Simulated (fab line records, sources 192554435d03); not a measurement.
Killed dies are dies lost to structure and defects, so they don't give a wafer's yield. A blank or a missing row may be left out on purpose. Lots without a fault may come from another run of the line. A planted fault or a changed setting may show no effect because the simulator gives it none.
One fault seen from 3 desks | flow n5_finfet | each desk has only its own numbers; what lay behind them comes last

THE METROLOGY DESK
What the gauges read, lot by lot, whatever tool the lot ran on: means of the sampled wafers that have a number. A lot is out of limits, marked OUT, if its mean lies more than 4 standard deviations from the usual mean; the brackets give that distance.
Columns: A = cd_nm at N5_BEOL_M14_CD_MEAS_28, usual 285.4 nm; B = M14_OVL at N5_BEOL_M14_OVL_MEAS_29, usual -3 nm; C = trench_depth_nm at N5_BEOL_M14_OCD_MEAS_35, usual 553 nm
lot  | first seen here | A     | B   | C
L705 | day 11 10:30    | 289.4 | -10 | 532
L711 | day 13 23:26    | 284.3 | -8  | 532
L714 | day 14 04:11    | 286.1 | -9  | 551
L717 | day 15 07:16    | 284.2 | -11 | 560
L725 | day 16 17:10    | 285.2 | -7  | 563
L723 | day 17 07:29    | 285.2 | 2   | 565
This desk's finding: nothing out of limits on any of the 6 lots.

THE DEFECT DESK
What the inspections along the route counted, lot by lot: means of the sampled wafers that have a number. A lot is out of limits, marked OUT, if its mean lies more than 4 standard deviations from the usual mean; the brackets give that distance.
Columns: A = raw_defect_count at N5_BEOL_M14_INSPECT_30, usual 2.0
lot  | first seen here | A
L705 | day 11 10:33    | 2.3
L711 | day 13 23:29    | 1.7
L714 | day 14 04:14    | 3.0
L717 | day 15 07:19    | 2.5
L725 | day 16 17:13    | 2.0
L723 | day 17 07:32    | 1.0
This desk's finding: nothing out of limits on any of the 6 lots.

THE TOOL OWNER'S DESK: rie_diel-05
The tool's own readings at N5_BEOL_M14_ETCH_68 (etches SOC in N2/H2, time 450 s): means of the sampled wafers that have a number, for each lot that ran on this tool. A lot is out of limits, marked OUT, if its mean lies more than 4 standard deviations from the usual mean; the brackets give that distance.
Columns: A = drypump_motor_current_A at N5_BEOL_M14_ETCH_68, usual 5.9 A; B = oes_product_au at N5_BEOL_M14_ETCH_68, usual 0.79 a.u.; C = rf_vpp_V at N5_BEOL_M14_ETCH_68, usual 524.2 V; D = showerhead_plenum_p_Torr at N5_BEOL_M14_ETCH_68, usual 2.55 Torr; E = throttle_valve_pct at N5_BEOL_M14_ETCH_68, usual 17.74 %
lot  | first seen here | A   | B    | C     | D    | E
L711 | day 13 23:41    | 6.6 | 0.71 | 523.8 | 2.53 | 17.74
L714 | day 14 04:51    | 5.8 | 1.00 | 523.5 | 2.49 | 17.73
L717 | day 15 07:33    | 6.0 | 0.94 | 523.0 | 2.50 | 17.76
This desk's finding: nothing out of limits on any of the 3 lots.

PUT TOGETHER
The metrology desk saw nothing out of limits.
The defect desk saw nothing out of limits.
The tool owner's desk saw nothing out of limits.

WHAT THE SIMULATOR HAD PUT IN
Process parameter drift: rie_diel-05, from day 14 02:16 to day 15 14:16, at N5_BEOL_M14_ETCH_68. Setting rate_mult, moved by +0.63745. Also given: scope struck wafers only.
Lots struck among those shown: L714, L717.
